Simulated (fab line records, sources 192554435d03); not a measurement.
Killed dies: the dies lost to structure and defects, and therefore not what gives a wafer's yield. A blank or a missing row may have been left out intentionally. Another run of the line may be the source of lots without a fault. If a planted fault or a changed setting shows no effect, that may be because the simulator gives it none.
Split-lot study + flow n5_finfet + 21 wafers read from 7 lots, route of 1938 steps

ON THE SPLIT
At N5_BEOL_M10_ETCH_41 (etches SiCN in CH3F/O2, target depth 42.6 nm, time 86 s), the setting source_w was moved away from the recipe's 395 W on 9 of the 21 wafers read, by -11.9% to +16.5%. This setting was run at the recipe's value on the other wafers.

The split's own step is where the reading is taken.

THE READING
rf_vpp_V, in V, at N5_BEOL_M10_ETCH_41 (etches SiCN in CH3F/O2, target depth 42.6 nm, time 86 s). Fault-free wafers of this fab line usually give 297.5 V, standard deviation 2 V.

| wafer  | tool, chamber at the split | source_w as run, W | against the recipe | rf_vpp_V, V | against lot-mates on the recipe |
|--------|----------------------------|--------------------|--------------------|-------------|---------------------------------|
| L080.2 | rie_diel-06, 1             | 395                | recipe             | 297.8       | -                               |
| L080.3 | rie_diel-06, 3             | 395                | recipe             | 298.3       | -                               |
| L080.4 | rie_diel-06, 2             | 395                | recipe             | 295.0       | -                               |
| L084.1 | rie_diel-06, 1             | 395                | recipe             | 296.5       | -                               |
| L084.3 | rie_diel-06, 3             | 348                | -11.9%             | 311.3       | +14.8                           |
| L084.4 | rie_diel-06, 0             | 348                | -11.9%             | 311.8       | +15.3                           |
| L091.2 | rie_diel-01, 0             | 395                | recipe             | 297.2       | -                               |
| L091.4 | rie_diel-01, 3             | 460.3              | +16.5%             | 281.0       | -16.2                           |
| L091.6 | rie_diel-01, 2             | 460.3              | +16.5%             | 284.2       | -13.0                           |
| L093.1 | rie_diel-05, 0             | 395                | recipe             | 292.4       | -                               |
| L093.3 | rie_diel-05, 1             | 365.7              | -7.4%              | 307.7       | +15.3                           |
| L093.5 | rie_diel-05, 3             | 365.7              | -7.4%              | 303.2       | +10.8                           |
| L095.1 | rie_diel-05, 0             | 446.5              | +13.0%             | 282.6       | -13.2                           |
| L095.3 | rie_diel-05, 2             | 446.5              | +13.0%             | 288.1       | -7.7                            |
| L095.6 | rie_diel-05, 3             | 395                | recipe             | 295.8       | -                               |
| L096.1 | rie_diel-05, 0             | 365.9              | -7.4%              | 299.9       | +2.9                            |
| L096.2 | rie_diel-05, 1             | 395                | recipe             | 300.0       | -                               |
| L096.4 | rie_diel-05, 0             | 395                | recipe             | 293.9       | -                               |
| L097.1 | rie_diel-06, 2             | 395                | recipe             | 299.7       | -                               |
| L097.2 | rie_diel-06, 0             | 395                | recipe             | 298.2       | -                               |
| L097.3 | rie_diel-06, 3             | 395                | recipe             | 298.1       | -                               |

THE FIT
A straight line over all 21 wafers: rf_vpp_V changes by -0.958 V for each +1% of source_w; r = -0.95; the points scatter about the line by 2.6 V.
The same after taking each lot's own level away (the mean of its wafers on the recipe; 21 wafers): -1.01 V for each +1%; r = -0.95; scatter 2.9 V.
The reading moves by 17 V for the largest change in source_w, on that fit.
Across the lots, their own levels run from 292.40 to 298.67 V, a range of 3.1 times the standard deviation given above.
Consequently the slope shifts little with the lot-to-lot level, the two slopes agreeing.
Check: with one of the wafers moved furthest among these (+16.5%) left out of the fit, the line predicts -15.4 V for it against its lot-mates. It came out at -16.2 V against them.
Tool readings at the split's step, against how far the setting was moved: rf_vpp_V r = -0.95.

ADDITIONAL SPLITS CARRIED BY THESE WAFERS
Other splits were also applied to these wafers ahead of the reading. Each is held against what the fit with the lots' levels taken away leaves over:
| other split on the same wafers    | wafers away from the commonest value | r with rf_vpp_V (lot level and that fit taken away) |
|-----------------------------------|--------------------------------------|-----------------------------------------------------|
| N5_BEOL_M9_EXPOSE_08 dose_mj      | 5                                    | -0.01                                               |
| N5_BEOL_M10_TRENCH_ETCH_37 time_s | 6                                    | -0.46                                               |

THE FILE'S OWN FIT
rf_vpp_V changes by -0.972 V for each +1% of source_w, r = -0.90.
